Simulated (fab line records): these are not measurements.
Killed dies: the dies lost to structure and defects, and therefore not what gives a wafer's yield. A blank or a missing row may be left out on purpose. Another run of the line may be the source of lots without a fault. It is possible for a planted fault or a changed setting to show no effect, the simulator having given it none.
A lot that was struck, set against a sound lot    flow n5Finfet    41 steps out of a route of 1938
Sound: the wafers L305.1, L305.3, L305.5. Struck: wafer L310.2 (left out: L310.1, L310.6 of the same lot, which were not struck); the cause appears at the end.
Order at every step that has rows: each side's tool, ch and its chambers, its first start. Under that, the readings that differ: sound wafers    struck wafers    difference of the means    sigmas: that difference in standard deviations of wafers without a fault.
alike: readings whose means differ by less than 2 such deviations, and words and numbers that are the same on both sides. not compared: withheld readings, readings that some wafer has no value for, bounds like >300 that may hide the same value, and numbers for which the record gives no deviation and whose values overlap.
Wherever a step has rows on one side only, a row that says differs or no value, or a row with sigmas, the two part there. Non-overlapping numbers with no deviation appear without sigmas and do not part them. A reading that every wafer of one side lacks parts them only if that side has two wafers or more.

first, 9 steps without rows for these wafers: N5_BEOL_M0_SAQP_COAT_81 (time 60 s, resist thk 100 nm); N5_BEOL_M0_SAQP_COAT_82 (time 60 s, resist thk 30 nm); N5_BEOL_M0_SAQP_COAT_08 (resist thk 90 nm); N5_BEOL_M0_SAQP_EBR_10; N5_BEOL_M0_SAQP_SOFTBAKE_09 (time 60 s); N5_BEOL_M0_SAQP_EXPOSE_11 (exposes mask M0 CORE, target cd 42 nm); N5_BEOL_M0_SAQP_PEB_12 (peb time 60 s); N5_BEOL_M0_SAQP_DEVELOP_13 (develop time 30 s); N5_BEOL_M0_SAQP_DESCUM_19 (chemistry O2, time 7.9 s).
N5_BEOL_M0_SAQP_ETCH_83: etches SiARC in CF4, target depth 39 nm, time 65 s.
  sound on rieDiel-06 ch 0,1,3, day 6 12:41; struck on rieDiel-06 ch 2, day 7 18:10
reading                   sound              struck  difference  sigmas
drypumpMotorCurrentA (A)  6.2 5.6 5.5        4.8     -1.0        -2
oesProductAu (a.u.)       0.63 0.63 0.67     0.82    +0.18       +3
rfVppV (V)                183.6 184.3 183.0  186.3   +2.7        +2
  alike: etchRfOnTimeS, showerheadPlenumPTorr, throttleValvePct
  not compared: rfHoursCounterH
then, 27 steps without rows for these wafers: N5_BEOL_M0_SAQP_ETCH_84 (etches SOC in N2/H2, target depth 100 nm, overetch 20 nm, time 150 s); N5_BEOL_M0_SAQP_STRIP_80 (strips in N2/H2); N5_BEOL_M0_SAQP_HM_OPEN_112 (chemistry CHF3/O2, target SiO2, stops on a-Si, target depth 12 nm, time 13.5 s); N5_BEOL_M0_SAQP_STRIP_113 (strips in CHF3/O2); N5_BEOL_M0_SAQP_MANDREL_ETCH_20 (etches a-Si in HBr/Cl2, stops on SiNx, target depth 60 nm, bt time 10 s, time 30 s); N5_BEOL_M0_SAQP_STRIP_86 (strips in N2/H2); N5_BEOL_M0_SAQP_STRIP_115 (strips in post etch residue remover, time 60 s); N5_BEOL_M0_SAQP_SRD_93 (time 30 s); N5_BEOL_M0_SAQP_RECESS_114 (chemistry HF/NH3, target SiO2, target depth 14.4 nm, afs cycles 3, sublimation time 60 s); N5_BEOL_M0_SAQP_SPACER1_ALD_98 (deposits SiO2, target thk 12.8 nm, pulse time 1 s, purge time 2 s); N5_BEOL_M0_SAQP_SPACER1_ETCHBACK_99 (etches SiO2 in CHF3/O2, target depth 15.4 nm, time 7.7 s); N5_BEOL_M0_SAQP_MANDREL1_REMOVE_100 (chemistry HBr/Cl2/O2, target a-Si, stops on SiNx, bt time 10 s); N5_BEOL_M0_SAQP_ETCH_101 (etches SiNx in CH3F/O2, target depth 29.9 nm, time 42.7 s); N5_BEOL_M0_SAQP_ETCH_102 (etches SiO2 in CF4, target depth 4 nm, time 4.4 s); N5_BEOL_M0_SAQP_MANDREL_ETCH_103 (etches a-Si in HBr/Cl2, stops on SiCN, target depth 45 nm, bt time 10 s, time 27 s); N5_BEOL_M0_SAQP_RECESS_104 (chemistry HF/NH3, target SiO2, target depth 18 nm, afs cycles 3, sublimation time 60 s); N5_BEOL_M0_SAQP_COAT_105 (time 60 s, resist thk 100 nm); N5_BEOL_M0_SAQP_ETCH_106 (etches SOC in N2/H2, stops on SiNx, target depth 150 nm); N5_BEOL_M0_SAQP_ETCH_107 (etches SiNx in CH3F/O2, target depth 30 nm); N5_BEOL_M0_SAQP_STRIP_108 (strips in N2/H2); N5_BEOL_M0_SAQP_RECESS_109 (chemistry HF/NH3, target SiO2, target depth 3 nm, afs cycles 1, sublimation time 60 s); N5_BEOL_M0_SAQP_SPACER2_ALD_26 (deposits SiO2, target thk 15 nm, pulse time 1 s, purge time 2 s); N5_BEOL_M0_SAQP_SPACER2_ETCHBACK_27 (etches SiO2 in CHF3/O2, target depth 22.5 nm, time 11.25 s); N5_BEOL_M0_SAQP_MANDREL2_REMOVE_110 (chemistry HBr/Cl2/O2, target a-Si, stops on SiCN, bt time 10 s); N5_BEOL_M0_SAQP_COAT_69 (time 60 s, resist thk 90 nm); N5_BEOL_M0_SAQP_COAT_72 (time 60 s, resist thk 15 nm); N5_BEOL_M0_SAQP_COAT_87 (time 60 s, resist thk 5 nm).
N5_BEOL_M0_SAQP_INSPECT_42: inspects for defects (brightfield).
  sound on defectInspect-01, day 6 16:42; struck on defectInspect-01, day 7 23:40
reading         sound        struck  difference  sigmas
rawDefectCount  230 308 312  1254    +971        +14
N5_BEOL_M0_CUTY_INSPECT_59: inspects for defects (macro).
  sound on defectInspect-01, day 6 18:05; struck on defectInspect-02, day 8 02:25
reading         sound  struck  difference  sigmas
rawDefectCount  1 2 1  >300    differs     
-- the record jumps here: 2 days lie between the struck wafers' starts before and after (it left off in module BEOL_M0_CUTY and takes up again in module BEOL_M4, whose first step shown is number 1111 of the route) --
N5_BEOL_M4_RC_MEAS_101:
  sound on prober-01 ch 0, day 9 03:01; struck on prober-01 ch 0, day 10 02:40
  alike: DIBL_N, DIBL_P, IOFF_N, IOFF_P, ION_N, ION_P, SS_N, SS_P, VT_N, VT_P
-- the record jumps here: 5 days lie between the struck wafers' starts before and after (it left off in module BEOL_M4 and takes up again in module PASSIVATION, whose first step shown is number 1936 of the route) --
N5_PASSIVATION_PROBE_49:
  sound on prober-01, day 13 21:26; struck on prober-01, day 14 20:13
reading                  sound           struck  difference  sigmas
defectLimitedYield (%)   91.7 90.9 92.5  83.4    -8.3        -6
killed_at_M0_to_M3       41 44 37        161     +120        +13
killedDies               98 107 89       196     +98         +7
killedOnRim              11 11 13        31      +19         +5
sort_bin_5_function (%)  5.4 4.9 4.2     9.9     +5.1        +6
sortNPass                1082 1073 1091  984     -98         -7
sortYieldPct (%)         91.7 90.9 92.5  83.4    -8.3        -6
  alike: killed_at_M4_up, killedAtContacts, killedAtFrontEnd, killedAtOther, killedOpen, killedShort, sort_bin_6_memory

== WHERE THEY PART ==
First at N5_BEOL_M0_SAQP_ETCH_83; last, within this record, at N5_PASSIVATION_PROBE_49.

WHY: whatever the simulator had introduced
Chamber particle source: rieDiel-06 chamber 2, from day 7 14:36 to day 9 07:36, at N5_BEOL_M0_SAQP_ETCH_83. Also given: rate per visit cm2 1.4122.
